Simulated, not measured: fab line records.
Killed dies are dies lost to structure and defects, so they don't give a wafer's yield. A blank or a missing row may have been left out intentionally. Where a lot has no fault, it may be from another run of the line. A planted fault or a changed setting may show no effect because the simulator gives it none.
Comparing a struck lot with a sound one + flow nand-harc + 40 out of 1302 route steps
Sound: wafers L967.2, L967.4, L967.6. Wafers struck: L968.1, L968.2, L968.4. The cause comes at the end.
Order at every step that has rows: each side's tool, ch and its chambers, its first start. Under that, the readings that differ: sound wafers + struck wafers + difference of the means + sigmas: that difference in standard deviations of wafers without a fault.
alike: a reading whose means differ by less than 2 such deviations, as well as words and numbers matching on both sides. not compared: withheld readings; readings where some wafer has no value; bounds like >300 that might hide an equal value; numbers whose values overlap and for which the record gives no deviation.
The two part at a step that has a row with sigmas, a row that says differs or no value, or rows on one side only. Non-overlapping numbers with no deviation appear without sigmas and do not part them. Lack of a reading on every wafer of one side parts them only where that side has two or more wafers.

first, 10 steps without rows for these wafers: NHARC_THIN_TSV_COAT_06; NHARC_THIN_TSV_SOFTBAKE_07 (time 95 s); NHARC_THIN_TSV_EBR_08; NHARC_THIN_TSV_EXPOSE_09 (exposes mask TSV); NHARC_THIN_TSV_PEB_10 (peb time 85 s); NHARC_THIN_TSV_DEVELOP_11 (time 70 s); NHARC_THIN_TSV_HARDBAKE_13 (time 80 s); NHARC_THIN_TSV_DESCUM_14 (chemistry O2, time 3 s); NHARC_THIN_TSV_ETCH_44 (etches the open film in CF4/O2, target depth 1594.2 nm, time 797.1 s); NHARC_THIN_TSV_ETCH_15 (target depth 3000 nm, bosch target overetch cycles 2, bosch etch step 2.8 s).
NHARC_THIN_TSV_STRIP_45: strips in O2.
  sound on plasma-asher-01 ch 0, day 27 09:42; struck on plasma-asher-01 ch 0,1, day 27 17:22
  alike: drypump-motor-current-A, heater-power-w, temp-c
  not compared: rf-hours-counter-h
then, 27 steps without rows for these wafers: NHARC_THIN_TSV_STRIP_46 (strips in post etch residue remover, time 1200 s); NHARC_THIN_TSV_DEP_47 (deposits SiO2, target thk 200 nm); NHARC_THIN_TSV_ETCHBACK_48 (etches the open film in C4F8/Ar, target depth 1028.5 nm, time 405.17 s); NHARC_THIN_TSV_STRIP_62 (strips in N2/H2, time 20 s); NHARC_THIN_TSV_DEGAS_49 (time 120 s); NHARC_THIN_TSV_PRE_CLEAN_50 (time 30 s); NHARC_THIN_TSV_PVD_19 (deposits TaN, target thk 20 nm); NHARC_THIN_TSV_PVD_51 (deposits Cu, target thk 100 nm); NHARC_THIN_TSV_ECD_20 (material Cu, target thk 2000 nm); NHARC_THIN_TSV_ANNEAL_52 (time 90 s); NHARC_THIN_TSV_CMP_21 (polishes, t overpolish 30 s, target thk 2000 nm); NHARC_THIN_TSV_SRD_23; NHARC_THIN_TSV_DEGAS_53 (time 60 s); NHARC_THIN_TSV_PRE_CLEAN_54 (time 30 s); NHARC_THIN_TSV_PVD_55 (deposits TiN, target thk 50 nm); NHARC_THIN_TSV_PVD_24 (deposits Al, target thk 800 nm); NHARC_THIN_TSV_DEHYDRATE_25 (time 120 s); NHARC_THIN_TSV_HMDS_26 (time 30 s); NHARC_THIN_TSV_COAT_27; NHARC_THIN_TSV_SOFTBAKE_28 (time 95 s); NHARC_THIN_TSV_EBR_29; NHARC_THIN_TSV_EXPOSE_30 (exposes mask PAD); NHARC_THIN_TSV_PEB_31 (peb time 85 s); NHARC_THIN_TSV_DEVELOP_32 (time 70 s); NHARC_THIN_TSV_HARDBAKE_34 (time 80 s); NHARC_THIN_TSV_DESCUM_35 (chemistry O2, time 3 s); NHARC_THIN_TSV_ETCH_59 (etches the open film in Cl2/BCl3, target depth 880 nm, time 138.1 s).
NHARC_END_WLT_00:
  sound on prober-01, day 27 21:13; struck on prober-01, day 28 07:22
| reading               | sound             | struck                                                                     | difference                   | sigmas |
|-----------------------|-------------------|----------------------------------------------------------------------------|------------------------------|--------|
| hold                  | - - -             | await-dispo/1.7h/release await-dispo/1.7h/release await-dispo/1.7h/release | no value on the sound wafers |        |
| VT_DECK1_MIDDLE_INNER | 0.888 0.888 0.895 | 0.869 0.871 0.883                                                          | -0.016                       | -2     |
  alike: VT_DECK1_BOTTOM, VT_DECK1_BOTTOM_INNER, VT_DECK1_MEDIAN_NEAR_BOTTOM, VT_DECK1_MEDIAN_NEAR_BOTTOM_INNER, VT_DECK1_MIDDLE, VT_DECK1_TOP, VT_DECK1_TOP_INNER, VT_DECK2_BOTTOM, VT_DECK2_BOTTOM_INNER, VT_DECK2_MEDIAN_NEAR_BOTTOM, VT_DECK2_MEDIAN_NEAR_BOTTOM_INNER, VT_DECK2_MIDDLE, VT_DECK2_MIDDLE_INNER, VT_DECK2_TOP, VT_DECK2_TOP_INNER
NHARC_END_SORT_01:
  sound on prober-01 ch 0, day 28 00:31; struck on prober-01 ch 0, day 28 10:22
| reading                  | sound          | struck                                                                     | difference                   | sigmas |
|--------------------------|----------------|----------------------------------------------------------------------------|------------------------------|--------|
| hold                     | - - -          | await-dispo/3.0h/release await-dispo/3.0h/release await-dispo/3.0h/release | no value on the sound wafers |        |
| defect-limited-yield (%) | 95.3 93.2 94.2 | 81.2 82.3 82.7                                                             | -12.2                        | -5     |
| killed-at-other          | 3 3 0          | 66 62 60                                                                   | +61                          | +43    |
| killed-dies              | 32 46 39       | 127 120 117                                                                | +82                          | +5     |
  alike: killed-at-array, killed-at-periphery, killed-open, killed-short

== WHERE THEY PART ==
First at NHARC_END_WLT_00; last, within this record, at NHARC_END_SORT_01.

WHY: what the simulator had put in
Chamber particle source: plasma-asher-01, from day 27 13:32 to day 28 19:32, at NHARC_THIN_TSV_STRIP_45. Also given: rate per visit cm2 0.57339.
